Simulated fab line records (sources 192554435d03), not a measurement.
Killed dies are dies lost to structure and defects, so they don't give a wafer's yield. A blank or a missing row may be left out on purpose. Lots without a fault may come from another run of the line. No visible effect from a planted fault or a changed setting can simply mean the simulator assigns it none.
A struck lot beside a sound one ; flow n5 finfet ; 16 out of 1938 route steps
Sound: the wafers L628.1, L628.3, L628.4. Struck: wafers L637.2, L637.5, L637.6. At the end, the cause is stated.
For every step that has rows: the tool of each side, followed by ch and its chambers, followed by its first start. Under that, the readings that differ: sound wafers ; struck wafers ; difference of the means ; sigmas: that difference in standard deviations of wafers without a fault.
alike: a reading whose means differ by less than 2 such deviations, as well as words and numbers matching on both sides. not compared: withheld readings; readings where some wafer has no value; bounds like >300 that might hide an equal value; numbers whose values overlap and for which the record gives no deviation.
A row with sigmas, a row that says differs or no value, or rows on one side alone: a step with any of these is where the two part. When numbers do not overlap yet have no deviation, they are printed without sigmas and do not part them. A reading that every wafer of one side lacks parts them only if that side has two wafers or more.

N5_SDB_THK_MEAS_31:
  struck on film metro-02, day 6 05:55; sound on film metro-01, day 4 00:14
  alike: SDB_THK
N5_SDB_INSPECT_36: inspects for defects (darkfield).
  struck on defect inspect-02, day 6 05:56; sound on defect inspect-01, day 4 00:16
  alike: raw defect count
N5_DUMMY_REMOVAL_HM_STRIP_01: strips SiNx in CH3F/O2, stops on poly-Si, target depth 4 nm, time 6.8 s.
  sound on rie diel-04 ch 2,3, day 4 00:18; struck on rie diel-04 ch 0,1,3, day 6 05:58
  alike: O2_flow_sccm, drypump motor current A, mfc ar sccm, oes product au, rf vpp V, showerhead plenum p Torr, throttle valve pct
  not compared: rf hours counter h
N5_DUMMY_REMOVAL_STRIP_10: strips in N2/H2, time 40 s.
  sound on rie diel-04 ch 2,3, day 4 00:20; struck on rie diel-04 ch 0,1,3, day 6 06:00
  alike: bias power w, drypump motor current A, oes product au, rf vpp V, showerhead plenum p Torr, throttle valve pct
  not compared: rf hours counter h
then, 2 steps without rows for these wafers: N5_DUMMY_REMOVAL_PRECLEAN_07 (cleans in dHF, time 30 s); N5_DUMMY_REMOVAL_DUMMY_REMOVE_02 (chemistry TMAH, target poly-Si, stops on SiO2, target depth 142 nm, time 57 s, rinse time 30 s).
N5_DUMMY_REMOVAL_INSPECT_06: inspects for defects (brightfield).
  struck on defect inspect-01, day 6 06:10; sound on defect inspect-01, day 4 00:30
  alike: raw defect count
then, 4 steps without rows for these wafers: N5_DUMMY_REMOVAL_PRECLEAN_08 (cleans in NF3:NH3, afs cycles 2, time 20 s, sublimation time 60 s); N5_DUMMY_REMOVAL_PRECLEAN_04 (cleans in DHF, time 37 s); N5_DUMMY_REMOVAL_SRD_05 (time 30 s); N5_HKMG_FIN_IL_REGROW_00 (material SiO2, chemistry O3, target thk 0.75 nm, time 30 s).
N5_HKMG_FIN_HK_ALD_01: deposits HfO2, target thk 1.6 nm, pulse time 3 s, purge time 3 s.
  sound on ald hk-03 ch 0,2,3, day 4 00:51; struck on ald hk-03 ch 0,3, day 6 06:33
  alike: precursor pulse height rel
N5_HKMG_FIN_HK_ANNEAL_02: time 30 s.
  sound on rtp anneal-01 ch 0, day 4 01:02; struck on rtp anneal-01 ch 0, day 6 06:46
reading;sound;struck;difference;sigmas
lamp power pct (%);8.75 8.78 8.70;8.32 8.38 8.38;-0.38;-7
lamp_zone_1_pct (%);8.797 8.788 8.801;8.341 8.335 8.346;-0.455;-41
lamp_zone_2_pct (%);8.783 8.795 8.798;8.350 8.343 8.332;-0.450;-38
lamp_zone_3_pct (%);8.800 8.790 8.792;8.319 8.326 8.332;-0.468;-43
lamp_zone_4_pct (%);8.792 8.795 8.803;8.358 8.330 8.358;-0.448;-45
lamp_zone_5_pct (%);8.802 8.795 8.800;8.341 8.361 8.353;-0.447;-41
lamp_zone_6_pct (%);8.719 8.732 8.739;8.270 8.288 8.275;-0.452;-41
lamp_zone_7_pct (%);9.188 9.191 9.192;8.732 8.732 8.711;-0.465;-47
  alike: wafer_temp_C_max
N5_HKMG_FIN_ALD_74: deposits La2O3, target thk 0.5 nm, pulse time 6 s, co reactant pulse time 1 s.
  sound on ald hk-02 ch 0,1,3, day 4 01:16; struck on ald hk-01 ch 1,2,3, day 6 06:57
  alike: heater power w, precursor pulse height rel
-- the record jumps here: 4 days lie between the struck wafers' starts before and after (it left off in module HKMG_FIN and takes up again in module BEOL_M4, whose first step shown is number 1111 of the route) --
N5_BEOL_M4_RC_MEAS_101:
  sound on prober-02 ch 0, day 8 18:53; struck on prober-02 ch 0, day 10 18:28
  alike: DIBL_N, DIBL_P, IOFF_N, IOFF_P, ION_N, ION_P, SS_N, SS_P, VT_N, VT_P
next, for these wafers, 1 step has no rows: N5_PASSIVATION_PROBE_49.

## WHERE THEY PART
Within this record, at N5_HKMG_FIN_HK_ANNEAL_02 only. Later steps at which nothing parts them and some readings are alike: N5_HKMG_FIN_ALD_74, N5_BEOL_M4_RC_MEAS_101.

WHY: what the simulator had put in
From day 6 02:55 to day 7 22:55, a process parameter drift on rtp anneal-01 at N5_HKMG_FIN_HK_ANNEAL_02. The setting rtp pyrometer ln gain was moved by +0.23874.
